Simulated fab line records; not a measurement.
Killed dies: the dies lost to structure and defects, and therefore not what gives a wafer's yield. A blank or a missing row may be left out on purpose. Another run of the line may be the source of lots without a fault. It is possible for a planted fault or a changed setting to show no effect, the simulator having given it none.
Matching of chambers	flow nandHarc	4 sister chambers for NHARC_A_STAIRCASE_TRIM_196 on rieDiel-06
The step chemistry O2, time 211.2 s. 4 wafers are shown with their chamber, then 8 later ones without.

== EACH WAFER AND ITS CHAMBER ==
wafer	chamber	drypumpMotorCurrentA (A)
L089.2	3	5.75
L089.3	1	6.09
L089.6	2	6.06
L092.1	0	5.39

== WAFERS MISSING THEIR CHAMBER ==
wafer	drypumpMotorCurrentA (A)
L092.2	6.07
L092.4	5.75
L092.3	6.09
L092.5	6.07
L092.6	5.41
L097.2	5.76
L097.3	5.38
L097.5	6.05

== EACH ONE'S CHAMBER ==
wafer	from the rows above	in truth
L092.2	can't be placed: 2 or 1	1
L092.4	3	3
L092.3	1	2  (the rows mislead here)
L092.5	can't be placed: 2 or 1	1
L092.6	0	0
L097.2	3	3
L097.3	0	0
L097.5	2	2
Placed correctly: 5 of 8. Can't be placed from these rows: 2 (the true chamber is among the candidates in 2). Placed wrongly: 1.
How it was worked out, from the rows above alone: a wafer's distance from a chamber is the root of the sum, over the readings, of the square of ((its reading less the chamber's mean) divided by the reading's scatter). The wafer belongs to the nearest chamber; if the next one is less than 2 further off, it can't be placed. The mean given for a chamber averages the wafers shown for that chamber. The scatter: with one shown wafer a chamber, the root of the mean of the squares of how far each hidden wafer lies from its nearest shown one.
